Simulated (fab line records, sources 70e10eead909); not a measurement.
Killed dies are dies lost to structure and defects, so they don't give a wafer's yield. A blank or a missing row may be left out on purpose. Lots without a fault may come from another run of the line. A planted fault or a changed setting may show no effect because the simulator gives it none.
Which tool did it? | flow nand_harc | 13 lots, 39 wafers sampled, at 5 steps of a route of 1302

WHAT THE GAUGES READ, wafer by wafer
NHARC_A_CONTACT_CD_MEAS_08: target cd 200 nm. Usual: cd_nm 200.0 nm, standard deviation 0.68.
lot  | measured     | on        | cd_nm (nm)        | flag
L378 | day 21 19:18 | cd_sem-03 | 200.7 199.8 199.3 |
L379 | day 22 15:09 | cd_sem-03 | 199.9 200.5 199.5 |
L381 | day 23 23:21 | cd_sem-02 | 199.3 199.5 199.3 |
L382 | day 24 00:46 | cd_sem-02 | 199.3 200.1 201.0 |
L384 | day 24 18:25 | cd_sem-01 | 198.5 199.6 199.6 |
L386 | day 25 11:54 | cd_sem-03 | 199.9 199.3 200.4 |
L387 | day 26 04:33 | cd_sem-02 | 201.1 199.0 199.5 |
L388 | day 26 05:40 | cd_sem-01 | 199.9 199.7 199.5 |
L389 | day 26 23:55 | cd_sem-02 | 199.7 200.0 199.7 |
L394 | day 28 16:20 | cd_sem-02 | 201.0 200.3 201.4 |
L399 | day 30 18:58 | cd_sem-02 | 201.4 199.9 199.4 |
L400 | day 30 20:41 | cd_sem-01 | 200.2 199.3 199.5 |
L401 | day 31 13:01 | cd_sem-03 | 199.2 200.7 199.3 |

NHARC_END_SORT_01. Usual: killed_at_array 52, standard deviation 18; killed_at_other 1.0, standard deviation 1.4; killed_at_periphery 3.1, standard deviation 2.3; killed_dies 56, standard deviation 17; killed_open 3.0, standard deviation 1.7; killed_short 2.5, standard deviation 1.7.
lot  | measured     | on        | killed_at_array | killed_at_other | killed_at_periphery | killed_dies | killed_open | killed_short | flag
L386 | day 27 17:08 | prober-01 | 76 37 70        | 6 2 5           | 4 4 0               | 86 43 75    | 6 4 4       | 3 2 1        |
L394 | day 30 23:15 | prober-02 | 49 42 41        | 2 1 2           | 7 6 3               | 58 49 46    | 3 0 2       | 1 2 3        |

WHICH TOOL RAN EACH LOT (tool, then ch and the chambers of the sampled wafers, then the start)
lot  | NHARC_A_CONTACT_ETCH_130             | NHARC_A_CONTACT_ETCH_91            | NHARC_A_CONTACT_SOFTBAKE_03
L378 | har_cap_etch-02 ch 0,1, day 21 11:01 | rie_diel-02 ch 0,1,3, day 21 12:17 | litho_track-06 ch 0, day 21 18:00
L379 | har_cap_etch-03 ch 0,1, day 22 10:19 | rie_diel-13 ch 0,3, day 22 11:39   | litho_track-06 ch 0, day 22 14:00
L381 | har_cap_etch-02 ch 0,1, day 23 17:05 | rie_diel-13 ch 2,3, day 23 18:24   | litho_track-04 ch 0, day 23 22:00
L382 | har_cap_etch-03 ch 0, day 23 18:27   | rie_diel-13 ch 1,2,3, day 23 19:47 | litho_track-01 ch 0, day 24 00:00
L384 | har_cap_etch-02 ch 0,1, day 24 10:14 | rie_diel-13 ch 0,3, day 24 11:31   | litho_track-04 ch 0, day 24 17:00
L386 | har_cap_etch-03 ch 0,1, day 25 04:05 | rie_diel-13 ch 0,1,2, day 25 05:22 | litho_track-04 ch 0, day 25 11:00
L387 | har_cap_etch-02 ch 0,1, day 25 23:47 | rie_diel-02 ch 0,1,2, day 26 01:05 | litho_track-01 ch 0, day 26 04:00
L388 | har_cap_etch-01 ch 0,1, day 26 00:40 | rie_diel-13 ch 0,1,3, day 26 02:01 | litho_track-04 ch 0, day 26 05:00
L389 | har_cap_etch-02 ch 0, day 26 16:23   | rie_diel-13 ch 0,2, day 26 17:42   | litho_track-04 ch 0, day 26 23:00
L394 | har_cap_etch-03 ch 0,1, day 28 11:26 | rie_diel-13 ch 0,1, day 28 12:43   | litho_track-06 ch 0, day 28 15:00
L399 | har_cap_etch-01 ch 0,1, day 30 12:27 | rie_diel-13 ch 2,3, day 30 13:44   | litho_track-04 ch 0, day 30 18:00
L400 | har_cap_etch-03 ch 1, day 30 13:02   | rie_diel-12 ch 1,3, day 30 14:21   | litho_track-01 ch 0, day 30 20:00
L401 | har_cap_etch-01 ch 0,1, day 31 08:13 | rie_diel-12 ch 0,1, day 31 09:30   | litho_track-01 ch 0, day 31 12:00
- NHARC_A_CONTACT_ETCH_130: etches the open film in C4F8/O2/Ar, time 197 s, target depth 1918 nm.
- NHARC_A_CONTACT_ETCH_91: etches the open film in CH3F/O2, target depth 40 nm, time 85.7 s.
- NHARC_A_CONTACT_SOFTBAKE_03: time 55 s.

WHAT THE TOOLS THEMSELVES READ (means of the sampled wafers that have a number; where no wafer has one, the mark that the record gives instead)
NHARC_A_CONTACT_ETCH_130. Usual: oes_air_line_au 1.003 a.u., standard deviation 0.021.
lot  | tool            | oes_air_line_au (a.u.) | flag
L378 | har_cap_etch-02 | 1.005                  |
L379 | har_cap_etch-03 | 1.017                  |
L381 | har_cap_etch-02 | 0.999                  |
L382 | har_cap_etch-03 | 0.990                  |
L384 | har_cap_etch-02 | 1.015                  |
L386 | har_cap_etch-03 | 1.002                  |
L387 | har_cap_etch-02 | 1.009                  |
L388 | har_cap_etch-01 | 1.004                  |
L389 | har_cap_etch-02 | 0.983                  |
L394 | har_cap_etch-03 | 1.021                  |
L399 | har_cap_etch-01 | 1.011                  |
L400 | har_cap_etch-03 | 0.993                  |
L401 | har_cap_etch-01 | 1.022                  |

NHARC_A_CONTACT_ETCH_91. Usual: drypump_motor_current_A 5.8 A, standard deviation 0.51; oes_product_au 0.939 a.u., standard deviation 0.029; rf_vpp_V 242.9 V, standard deviation 1.5; showerhead_plenum_p_Torr 2.35 Torr, standard deviation 0.087; throttle_valve_pct 20.664 %, standard deviation 0.0094.
lot  | tool        | drypump_motor_current_A (A) | oes_product_au (a.u.) | rf_vpp_V (V) | showerhead_plenum_p_Torr (Torr) | throttle_valve_pct (%) | flag
L378 | rie_diel-02 | 5.8                         | 0.928                 | 244.2        | 2.41                            | 20.665                 |
L379 | rie_diel-13 | 5.2                         | 0.931                 | 241.4        | 2.30                            | 20.660                 |
L381 | rie_diel-13 | 6.1                         | 0.991                 | 243.6        | 2.35                            | 20.659                 |
L382 | rie_diel-13 | 6.0                         | 0.916                 | 242.3        | 2.33                            | 20.668                 |
L384 | rie_diel-13 | 5.2                         | 0.939                 | 242.1        | 2.30                            | 20.664                 |
L386 | rie_diel-13 | 5.9                         | 0.924                 | 242.1        | 2.30                            | 20.666                 |
L387 | rie_diel-02 | 5.9                         | 0.992                 | 243.7        | 2.40                            | 20.658                 |
L388 | rie_diel-13 | 5.6                         | 0.930                 | 242.2        | 2.30                            | 20.660                 |
L389 | rie_diel-13 | 5.9                         | 0.929                 | 242.8        | 2.33                            | 20.659                 |
L394 | rie_diel-13 | 5.8                         | 0.932                 | 241.4        | 2.27                            | 20.657                 |
L399 | rie_diel-13 | 5.8                         | 0.936                 | 242.7        | 2.34                            | 20.663                 |
L400 | rie_diel-12 | 5.4                         | 0.996                 | 242.6        | 2.35                            | 20.665                 |
L401 | rie_diel-12 | 5.6                         | 1.006                 | 242.3        | 2.39                            | 20.665                 |

NHARC_A_CONTACT_SOFTBAKE_03. Usual: heater_power_total_W 188.46 W, standard deviation 0.15.
lot  | tool           | heater_power_total_W (W) | flag
L378 | litho_track-06 | 188.41                   |
L379 | litho_track-06 | 188.45                   |
L381 | litho_track-04 | 188.42                   |
L382 | litho_track-01 | 188.51                   |
L384 | litho_track-04 | 188.53                   |
L386 | litho_track-04 | 188.51                   |
L387 | litho_track-01 | 188.56                   |
L388 | litho_track-04 | 188.43                   |
L389 | litho_track-04 | 188.50                   |
L394 | litho_track-06 | 199.84                   | OFF
L399 | litho_track-04 | 188.41                   |
L400 | litho_track-01 | 188.46                   |
L401 | litho_track-01 | 188.48                   |

THE ANSWER, worked out from the rows above alone
Rule: a lot is off if the mean of its wafers that have a number lies more than 3 standard deviations from the usual mean. A lot without any number at a reading at which 4 lots or more have one is off too. The other lots that the step has rows for count as sound. The gauges are gone through in route order, then the tools' own readings, and for those a lot's mean is taken as printed above. The first step at which some lot is off is used, and at that step the reading that is off furthest; a lot without a number counts as furthest.
Off: L394, at NHARC_A_CONTACT_SOFTBAKE_03 (heater_power_total_W).
A tool fits if, at that step or a process step before it, it ran every lot that is off, and no sound lot after the first of them. One fits: litho_track-06 at NHARC_A_CONTACT_SOFTBAKE_03. Its last sound lot is L379 (day 22 14:00), its first lot that is off L394 (day 28 15:00): a fault that began between those two fits.
The tool's own readings at NHARC_A_CONTACT_SOFTBAKE_03 bear it out: on the lots that are off they differ by more than 5 times the standard deviation of the sound lots' means. heater_power_total_W reads 199.84 W there against 188.47 W on the sound lots.

WHAT THE SIMULATOR HAD PUT IN
Process parameter drift: litho_track-06, from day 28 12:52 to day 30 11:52, at NHARC_A_CONTACT_SOFTBAKE_03. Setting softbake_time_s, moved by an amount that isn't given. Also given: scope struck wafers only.
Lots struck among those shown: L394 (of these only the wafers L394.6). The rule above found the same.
